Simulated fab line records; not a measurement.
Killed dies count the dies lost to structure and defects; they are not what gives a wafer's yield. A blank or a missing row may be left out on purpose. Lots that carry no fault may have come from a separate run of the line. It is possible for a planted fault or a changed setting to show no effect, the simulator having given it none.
Which tool was responsible?	flow nandHarc	Sampling: 24 lots, 72 wafers, 6 of 1159 route steps

== WHAT THE GAUGES SHOWED, per wafer ==
Not one reading of a measure or inspect step in the record can be checked against a usual standard deviation.

== WHICH TOOL RAN EACH LOT (tool, then ch and the chambers of the sampled wafers, then the start) ==
lot	NHARC_P_GATE_STRIP_95	NHARC_P_GATE_RTA_82	NHARC_P_M2_DESCUM_14	NHARC_P_M2_PVD_20	NHARC_P_M2_PRE_CLEAN_32	NHARC_P_BONDPAD_DEP_00
L074	plasmaAsher-01 ch 0,1, day 5 13:08	rtpAnneal-01 ch 0, day 5 14:46	rieDiel-09 ch 0,1,3, day 6 14:26	pvdSputter-01, day 6 17:16 or earlier	pecvd-02 ch 0,1, day 6 17:16	pecvd-02 ch 0,2, no start
L076	plasmaAsher-02 ch 0,1, day 5 19:28	rtpAnneal-01 ch 0, day 5 21:26	rieDiel-09 ch 0,2, day 6 17:53	pvdSputter-01, day 6 20:41 or earlier	pecvd-01 ch 1,2, day 6 20:41	pecvd-02 ch 0,1,2, day 6 21:13
L075	plasmaAsher-02 ch 0,1, day 5 20:15	rtpAnneal-01 ch 0, day 5 22:47	rieDiel-10 ch 1,2,3, day 6 18:43	pvdSputter-02, day 6 21:22 or earlier	pecvd-01 ch 0,1,2, day 6 21:22	pecvd-02 ch 1,2, day 6 21:54
L077	plasmaAsher-01 ch 0,1, day 6 01:34	rtpAnneal-02 ch 0, day 6 03:32	rieDiel-03 ch 2,3, day 6 23:02	pvdSputter-03, day 7 01:46 or earlier	pecvd-03 ch 1,2, day 7 01:46	pecvd-02 ch 0,1, day 7 02:20
L078	plasmaAsher-01 ch 0,1, day 6 13:33	rtpAnneal-01 ch 0, day 6 15:10	rieDiel-09 ch 0,1,3, day 7 08:04	pvdSputter-03, day 7 10:52 or earlier	pecvd-03 ch 0,2, day 7 10:52	pecvd-03 ch 0,1,2, no start
L079	plasmaAsher-02 ch 0,1, day 6 16:13	rtpAnneal-02 ch 0, day 6 17:51	rieDiel-09 ch 1,3, day 7 08:40	pvdSputter-01, day 7 11:38 or earlier	pecvd-01 ch 1,2, day 7 11:38	pecvd-03 ch 0,2, day 7 12:11
L081	plasmaAsher-02 ch 0,1, day 6 21:03	rtpAnneal-01 ch 0, day 6 22:41	rieDiel-09 ch 1,3, day 7 15:45	pvdSputter-03, day 7 18:38 or earlier	pecvd-03 ch 0,1, day 7 18:38	pecvd-03 ch 0,1, no start
L080	plasmaAsher-01 ch 0,1, day 6 21:26	rtpAnneal-02 ch 0, day 6 23:09	rieDiel-09 ch 0,1,3, day 7 15:56	pvdSputter-02, day 7 18:40 or earlier	pecvd-01 ch 0,1,2, day 7 18:40	pecvd-01 ch 0,1,2, no start
L083	plasmaAsher-01 ch 0,1, day 7 14:02	rtpAnneal-02 ch 0, day 7 15:40	rieDiel-03 ch 0,1, day 8 12:37	pvdSputter-01, day 8 15:43 or earlier	pecvd-03 ch 0,1, day 8 15:43	pecvd-01 ch 0,1, day 8 16:11
L082	plasmaAsher-02 ch 0,1, day 7 14:22	rtpAnneal-01 ch 0, day 7 16:01	rieDiel-09 ch 0,2,3, day 8 13:27	pvdSputter-03, day 8 16:06 or earlier	pecvd-03 ch 0,1,2, day 8 16:06	pecvd-02 ch 1,2, day 8 16:35
L085	plasmaAsher-01 ch 1, day 7 23:13	rtpAnneal-02 ch 0, day 8 00:52	rieDiel-09 ch 0,2,3, day 8 15:09	pvdSputter-01, day 8 18:11 or earlier	pecvd-02 ch 0,2, day 8 18:11	pecvd-01 ch 0,2, day 8 18:43
L084	plasmaAsher-02 ch 1, day 8 00:05	rtpAnneal-02 ch 0, day 8 01:43	rieDiel-09 ch 0,3, day 8 16:48	pvdSputter-01, day 8 19:29 or earlier	pecvd-01 ch 1,2, day 8 19:29	pecvd-02 ch 1,2, day 8 20:01
L086	plasmaAsher-01 ch 0,1, day 8 15:07	rtpAnneal-02 ch 0, day 8 16:46	rieDiel-09 ch 0,1,2, day 9 08:49	pvdSputter-03, day 9 12:14 or earlier	pecvd-02 ch 1,2, day 9 12:14	pecvd-03 ch 1,2, day 9 12:46
L087	plasmaAsher-02 ch 0,1, day 8 15:26	rtpAnneal-01 ch 0, day 8 17:05	rieDiel-09 ch 0,1,2, day 9 09:52	pvdSputter-01, day 9 12:50 or earlier	pecvd-01 ch 0,2, day 9 12:50	pecvd-01 ch 0,1,2, no start
L088	plasmaAsher-01 ch 0,1, day 9 01:11	rtpAnneal-01 ch 0, day 9 03:07	rieDiel-10 ch 0,2,3, day 9 18:12	pvdSputter-03, day 9 20:53 or earlier	pecvd-02 ch 0,1,2, day 9 20:53	pecvd-01 ch 0,2, day 9 21:26
L089	plasmaAsher-02 ch 0,1, day 9 08:26	rtpAnneal-02 ch 0, day 9 10:04	rieDiel-09 ch 0,1,2, day 10 03:20	pvdSputter-03, day 10 06:01 or earlier	pecvd-01 ch 0,1, day 10 06:01	pecvd-01 ch 0,2, no start
L090	plasmaAsher-01 ch 0,1, day 9 09:11	rtpAnneal-02 ch 0, day 9 10:50	rieDiel-09 ch 0,1,2, day 10 04:00	pvdSputter-01, day 10 06:43 or earlier	pecvd-03 ch 0,2, day 10 06:43	pecvd-02 ch 0,1,2, day 10 07:14
L091	plasmaAsher-02 ch 0,1, day 9 17:41	rtpAnneal-02 ch 0, day 9 19:21	rieDiel-09 ch 0,1,3, day 10 16:28	pvdSputter-02, day 10 19:20 or earlier	pecvd-03 ch 0,1,2, day 10 19:20	pecvd-03 ch 0,1,2, no start
L092	plasmaAsher-02 ch 0,1, day 10 03:28	rtpAnneal-02 ch 0, day 10 05:08	rieDiel-09 ch 2,3, day 11 00:26	pvdSputter-02, day 11 03:20 or earlier	pecvd-03 ch 0,2, day 11 03:20	pecvd-02 ch 0,2, day 11 03:53
L093	plasmaAsher-01 ch 1, day 10 05:32	rtpAnneal-01 ch 0, day 10 07:11	rieDiel-09 ch 0,1,2, day 11 00:48	pvdSputter-02, day 11 03:41 or earlier	pecvd-03 ch 0,1,2, day 11 03:41	pecvd-02 ch 0,1,2, day 11 04:12
L094	plasmaAsher-01 ch 0,1, day 10 11:24	rtpAnneal-02 ch 0, day 10 13:04	rieDiel-09 ch 0,1,2, day 11 03:28	pvdSputter-02, day 11 06:06 or earlier	pecvd-02 ch 0,2, day 11 06:06	pecvd-02 ch 0,1,2, no start
L095	plasmaAsher-01 ch 0,1, day 10 16:40	rtpAnneal-01 ch 0, day 10 18:17	rieDiel-09 ch 2,3, day 11 09:04	pvdSputter-01, day 11 11:44 or earlier	pecvd-03 ch 0,2, day 11 11:44	pecvd-01 ch 0,1, day 11 12:13
L096	plasmaAsher-02 ch 0,1, day 10 22:36	rtpAnneal-01 ch 0, day 11 00:17	rieDiel-03 ch 0,3, day 11 14:47	pvdSputter-01, day 11 18:02 or earlier	pecvd-02 ch 0,1,2, day 11 18:02	pecvd-03 ch 0,1,2, day 11 18:39
L097	plasmaAsher-02 ch 0,1, day 11 12:14	rtpAnneal-01 ch 0, day 11 14:22	rieDiel-10 ch 0,1, day 12 08:47	pvdSputter-02, day 12 11:28 or earlier	pecvd-03 ch 1,2, day 12 11:28	pecvd-01 ch 0,2, day 12 12:01
- NHARC_P_GATE_STRIP_95: strips in O2.
- NHARC_P_GATE_RTA_82: time 30 s.
- NHARC_P_M2_DESCUM_14: chemistry O2, time 3 s.
- NHARC_P_M2_PVD_20: deposits TaN, target thk 5 nm, time 8.06 s.
- NHARC_P_M2_PRE_CLEAN_32: time 12 s.
- NHARC_P_BONDPAD_DEP_00: deposits SiCN, target thk 250 nm.

== AS READ BY THE TOOLS THEMSELVES (means over the sampled wafers that have a number; for cases with no such wafer, the mark the record gives instead) ==
NHARC_P_GATE_STRIP_95. Usual: drypumpMotorCurrentA 5.73 A, standard deviation 0.2; heaterPowerW 341 W, standard deviation 28.
lot	tool	drypumpMotorCurrentA (A)	heaterPowerW (W)	flag
L074	plasmaAsher-01	5.64	362	
L076	plasmaAsher-02	5.73	317	
L075	plasmaAsher-02	5.77	320	
L077	plasmaAsher-01	5.77	366	
L078	plasmaAsher-01	5.58	364	
L079	plasmaAsher-02	5.76	313	
L081	plasmaAsher-02	5.79	319	
L080	plasmaAsher-01	5.60	367	
L083	plasmaAsher-01	5.78	368	
L082	plasmaAsher-02	5.77	316	
L085	plasmaAsher-01	5.41	366	
L084	plasmaAsher-02	5.82	325	
L086	plasmaAsher-01	5.60	367	
L087	plasmaAsher-02	5.76	315	
L088	plasmaAsher-01	5.61	360	
L089	plasmaAsher-02	5.77	320	
L090	plasmaAsher-01	5.58	365	
L091	plasmaAsher-02	5.78	323	
L092	plasmaAsher-02	5.80	324	
L093	plasmaAsher-01	5.39	366	
L094	plasmaAsher-01	5.76	369	
L095	plasmaAsher-01	5.78	366	
L096	plasmaAsher-02	5.71	304	
L097	plasmaAsher-02	5.78	323	

NHARC_P_GATE_RTA_82. Usual: lampPowerPct 4.26 %, standard deviation 0.18; wafer_temp_C_max 452.8, standard deviation 0.66.
lot	tool	lampPowerPct (%)	wafer_temp_C_max	flag
L074	rtpAnneal-01	4.43	453.7	
L076	rtpAnneal-01	4.44	453.6	
L075	rtpAnneal-01	4.44	453.1	
L077	rtpAnneal-02	4.09	452.4	
L078	rtpAnneal-01	4.44	452.5	
L079	rtpAnneal-02	4.09	452.2	
L081	rtpAnneal-01	4.44	453.8	
L080	rtpAnneal-02	4.09	452.4	
L083	rtpAnneal-02	4.09	452.1	
L082	rtpAnneal-01	4.44	453.3	
L085	rtpAnneal-02	4.09	451.9	
L084	rtpAnneal-02	4.09	452.9	
L086	rtpAnneal-02	4.09	452.4	
L087	rtpAnneal-01	4.44	453.4	
L088	rtpAnneal-01	4.44	453.2	
L089	rtpAnneal-02	4.09	453.0	
L090	rtpAnneal-02	4.09	452.9	
L091	rtpAnneal-02	4.09	452.2	
L092	rtpAnneal-02	4.09	452.6	
L093	rtpAnneal-01	4.44	452.1	
L094	rtpAnneal-02	4.09	452.6	
L095	rtpAnneal-01	4.44	453.5	
L096	rtpAnneal-01	4.44	452.7	
L097	rtpAnneal-01	4.44	453.3	

NHARC_P_M2_DESCUM_14. Usual: drypumpMotorCurrentA 6.0 A, standard deviation 0.6; oesProductAu 0.999 a.u., standard deviation 0.012; rfVppV 57.9 V, standard deviation 0.9; showerheadPlenumPTorr 1.92 Torr, standard deviation 0.085; throttleValvePct 11.312 %, standard deviation 0.0095.
lot	tool	drypumpMotorCurrentA (A)	oesProductAu (a.u.)	rfVppV (V)	showerheadPlenumPTorr (Torr)	throttleValvePct (%)	flag
L074	rieDiel-09	6.2	1.004	57.4	1.89	11.317	
L076	rieDiel-09	5.9	1.001	57.9	1.99	11.311	
L075	rieDiel-10	6.0	0.996	57.9	1.90	11.312	
L077	rieDiel-03	5.8	0.984	57.7	1.98	11.308	
L078	rieDiel-09	6.2	0.999	57.8	1.89	11.313	
L079	rieDiel-09	6.3	1.008	57.8	1.83	11.306	
L081	rieDiel-09	6.0	1.012	57.7	1.87	11.318	
L080	rieDiel-09	6.2	1.003	58.0	1.89	11.310	
L083	rieDiel-03	5.9	0.991	57.7	1.84	11.310	
L082	rieDiel-09	6.0	0.996	57.9	1.93	11.306	
L085	rieDiel-09	6.0	0.992	58.7	1.93	11.311	
L084	rieDiel-09	6.5	0.997	57.3	1.92	11.305	
L086	rieDiel-09	5.7	1.006	58.8	1.97	11.302	
L087	rieDiel-09	5.7	1.000	58.1	1.97	11.319	
L088	rieDiel-10	5.6	1.005	57.4	1.93	11.311	
L089	rieDiel-09	5.7	0.987	57.7	1.97	11.317	
L090	rieDiel-09	5.7	0.993	58.6	1.97	11.323	
L091	rieDiel-09	6.2	1.005	58.1	1.89	11.307	
L092	rieDiel-09	5.5	0.993	57.7	1.94	11.316	
L093	rieDiel-09	5.7	0.997	58.6	1.97	11.317	
L094	rieDiel-09	5.7	1.006	58.2	1.97	11.320	
L095	rieDiel-09	6.0	0.992	57.1	1.87	11.311	
L096	rieDiel-03	6.0	1.003	57.6	1.91	11.299	
L097	rieDiel-10	5.9	0.992	58.4	1.94	11.314	

NHARC_P_M2_PVD_20. Usual: chamberPressurePa 0.12 Pa, standard deviation 0.00023; throttleValvePct 30.1 %, standard deviation 1.1.
lot	tool	chamberPressurePa (Pa)	throttleValvePct (%)	flag
L074	pvdSputter-01	0.12	29.9	
L076	pvdSputter-01	0.12	30.2	
L075	pvdSputter-02	0.12	29.9	
L077	pvdSputter-03	0.12	30.1	
L078	pvdSputter-03	0.12	30.4	
L079	pvdSputter-01	0.12	30.5	
L081	pvdSputter-03	0.12	30.7	
L080	pvdSputter-02	0.12	30.3	
L083	pvdSputter-01	0.12	29.3	
L082	pvdSputter-03	0.12	30.1	
L085	pvdSputter-01	0.12	29.8	
L084	pvdSputter-01	0.12	29.0	
L086	pvdSputter-03	0.12	29.5	
L087	pvdSputter-01	0.12	29.8	
L088	pvdSputter-03	0.12	30.3	
L089	pvdSputter-03	0.12	29.1	
L090	pvdSputter-01	0.12	30.2	
L091	pvdSputter-02	0.12	30.1	
L092	pvdSputter-02	0.12	30.1	
L093	pvdSputter-02	0.12	30.0	
L094	pvdSputter-02	0.12	30.0	
L095	pvdSputter-01	0.12	29.0	
L096	pvdSputter-01	0.12	29.5	
L097	pvdSputter-02	0.12	31.1	

NHARC_P_M2_PRE_CLEAN_32. Usual: heaterPowerW 626 W, standard deviation 66; susceptorTempC 369.98 C, standard deviation 0.2.
lot	tool	heaterPowerW (W)	susceptorTempC (C)	flag
L074	pecvd-02	687	369.91	
L076	pecvd-01	608	369.82	
L075	pecvd-01	656	369.87	
L077	pecvd-03	550	369.72	
L078	pecvd-03	597	370.02	
L079	pecvd-01	565	370.04	
L081	pecvd-03	604	370.13	
L080	pecvd-01	627	369.88	
L083	pecvd-03	636	370.09	
L082	pecvd-03	592	369.75	
L085	pecvd-02	598	370.03	
L084	pecvd-01	579	370.11	
L086	pecvd-02	605	369.83	
L087	pecvd-01	649	369.85	
L088	pecvd-02	658	370.06	
L089	pecvd-01	606	370.15	
L090	pecvd-03	687	369.90	
L091	pecvd-03	619	370.19	
L092	pecvd-03	669	370.10	
L093	pecvd-03	583	370.10	
L094	pecvd-02	589	370.04	
L095	pecvd-03	686	369.89	
L096	pecvd-02	642	369.96	
L097	pecvd-03	591	370.08	

NHARC_P_BONDPAD_DEP_00. Usual: heaterPowerW 585 W, standard deviation 63; susceptorTempC 370.00 C, standard deviation 0.22.
lot	tool	heaterPowerW (W)	susceptorTempC (C)	flag
L074	pecvd-02	531	370.02	
L076	pecvd-02	618	369.99	
L075	pecvd-02	599	369.91	
L077	pecvd-02	675	369.82	
L078	pecvd-03	596	370.04	
L079	pecvd-03	545	370.06	
L081	pecvd-03	579	369.94	
L080	pecvd-01	594	369.99	
L083	pecvd-01	604	369.91	
L082	pecvd-02	591	370.08	
L085	pecvd-01	568	369.99	
L084	pecvd-02	657	369.97	
L086	pecvd-03	548	370.03	
L087	pecvd-01	596	370.05	
L088	pecvd-01	587	370.02	
L089	pecvd-01	644	369.95	
L090	pecvd-02	561	370.17	
L091	pecvd-03	527	369.83	
L092	pecvd-02	576	370.26	
L093	pecvd-02	594	370.13	
L094	pecvd-02	562	369.86	
L095	pecvd-01	629	370.07	
L096	pecvd-03	527	370.05	
L097	pecvd-01	584	370.25	

== THE ANSWER, worked out from the rows above alone ==
Rule: take the mean of a lot's wafers that have a number; if it is more than 3 standard deviations from the usual mean, the lot is off. A lot without any number at a reading at which 4 lots or more have one is off too. The other lots that the step has rows for count as sound. After the gauges, taken in route order, come the tools' own readings; for these a lot's mean is taken, as printed above. At the first step where some lot is off, the reading lying furthest off is the one used; lots without a number count as furthest.
Across all readings shown, no lot is off: no conclusion can be drawn from this.

== WHAT THE SIMULATOR HAD PUT IN ==
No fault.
